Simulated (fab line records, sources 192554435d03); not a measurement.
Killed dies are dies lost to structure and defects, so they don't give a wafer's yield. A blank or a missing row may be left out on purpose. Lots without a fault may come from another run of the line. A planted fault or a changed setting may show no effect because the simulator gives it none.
Which tool did it? | flow n5_finfet | 12 lots, 36 wafers sampled, at 5 steps of a route of 1938

WHAT THE GAUGES READ, wafer by wafer
N5_BEOL_M6_THK_MEAS_01.
lot  | measured     | on            | M6_ILD_THK (nm)
L074 | day 9 05:52  | film_metro-01 | 154.4 157.2 156.1
L077 | day 9 12:05  | film_metro-01 | 153.2 156.8 156.7
L079 | day 9 17:58  | film_metro-02 | 151.9 150.9 154.7
L081 | day 10 11:59 | film_metro-02 | 154.8 154.0 154.4
L083 | day 11 06:42 | film_metro-01 | 155.7 154.6 159.0
L085 | day 11 13:34 | film_metro-02 | 152.4 154.0 154.2
L088 | day 12 04:10 | film_metro-01 | 153.9 156.0 153.7
L086 | day 12 06:07 | film_metro-01 | 152.7 154.7 155.4
L092 | day 13 03:14 | film_metro-01 | 154.3 151.7 156.4
L093 | day 13 11:23 | film_metro-01 | 154.3 152.3 154.8
L095 | day 13 20:23 | film_metro-02 | 152.4 151.5 154.7
L097 | day 14 07:58 | film_metro-02 | 155.7 152.5 155.8

WHICH TOOL RAN EACH LOT (tool, then ch and the chambers of the sampled wafers, then the start)
lot  | N5_BEOL_M5_ANNEAL_82         | N5_BEOL_M5_PRE_CLEAN_77          | N5_BEOL_M6_ILD_DEP_00           | N5_BEOL_M6_CURE_74
L074 | pvd_sputter-02, day 9 00:30  | cvd_co-01 ch 0,1,2, day 9 04:31  | pecvd-01 ch 1,2, day 9 04:48    | uv_cure-03 ch 0, day 9 05:11
L077 | pvd_sputter-02, day 9 06:56  | cvd_co-01 ch 0,1,2, day 9 10:58  | pecvd-02 ch 0,1,2, day 9 11:18  | uv_cure-01 ch 2, day 9 11:34
L079 | pvd_sputter-02, day 9 12:05  | cvd_co-02 ch 0,1,2, day 9 16:37  | pecvd-02 ch 0,2, day 9 16:55    | uv_cure-01 ch 1, day 9 17:08
L081 | pvd_sputter-03, day 10 06:14 | cvd_co-02 ch 0,1, day 10 10:14   | pecvd-01 ch 0,2, day 10 10:32   | uv_cure-01 ch 0, day 10 10:59
L083 | pvd_sputter-02, day 11 00:31 | cvd_co-02 ch 1,2, day 11 05:50   | pecvd-03 ch 0,1, day 11 06:07   | uv_cure-01 ch 0, day 11 06:11
L085 | pvd_sputter-02, day 11 08:30 | cvd_co-02 ch 0,2, day 11 12:42   | pecvd-03 ch 1,2, day 11 12:59   | uv_cure-03 ch 0, day 11 13:13
L088 | pvd_sputter-03, day 11 23:17 | cvd_co-01 ch 0,1,2, day 12 03:19 | pecvd-01 ch 0,1,2, day 12 03:36 | uv_cure-01 ch 0, day 12 03:53
L086 | pvd_sputter-02, day 12 01:13 | cvd_co-02 ch 0,1, day 12 05:15   | pecvd-03 ch 0,2, day 12 05:32   | uv_cure-03 ch 0, day 12 05:41
L092 | pvd_sputter-01, day 12 22:21 | cvd_co-02 ch 0,1, day 13 02:22   | pecvd-01 ch 0,1,2, day 13 02:39 | uv_cure-03 ch 2, day 13 02:47
L093 | pvd_sputter-01, day 13 06:31 | cvd_co-01 ch 0,1,2, day 13 10:31 | pecvd-02 ch 0,1,2, day 13 10:48 | uv_cure-03 ch 1, day 13 10:52
L095 | pvd_sputter-02, day 13 15:30 | cvd_co-01 ch 0,1, day 13 19:31   | pecvd-03 ch 0,1, day 13 19:48   | uv_cure-03 ch 1, day 13 19:56
L097 | pvd_sputter-01, day 14 03:03 | cvd_co-02 ch 0,1,2, day 14 07:05 | pecvd-03 ch 0,1,2, day 14 07:24 | uv_cure-01 ch 1, day 14 07:41
- N5_BEOL_M5_ANNEAL_82: time 1800 s.
- N5_BEOL_M5_PRE_CLEAN_77: time 15 s.
- N5_BEOL_M6_ILD_DEP_00: deposits SiCOH lowk from DEMS/porogen, target thk 179.75 nm, time 33.4 s.
- N5_BEOL_M6_CURE_74: cures SiCOH lowk, time 240 s.

THE ANSWER, worked out from the rows above alone
Rule: what is usual is taken from the lots themselves. Put in order of their means at a reading, lots are off if they are a third of the lots or fewer, leave a main group of 4 or more, and stand apart from it by a gap of 3 or more times the standard deviation of the main group's means; of several such gaps the widest counts. A main group whose means are all the same, to the digits that the tables above print for the reading, isn't used. A lot without any number at a reading at which 4 lots or more have one is off too. The other lots that the step has rows for count as sound.
No lot is off at any reading shown: from this, nothing can be told.

WHAT THE SIMULATOR HAD PUT IN
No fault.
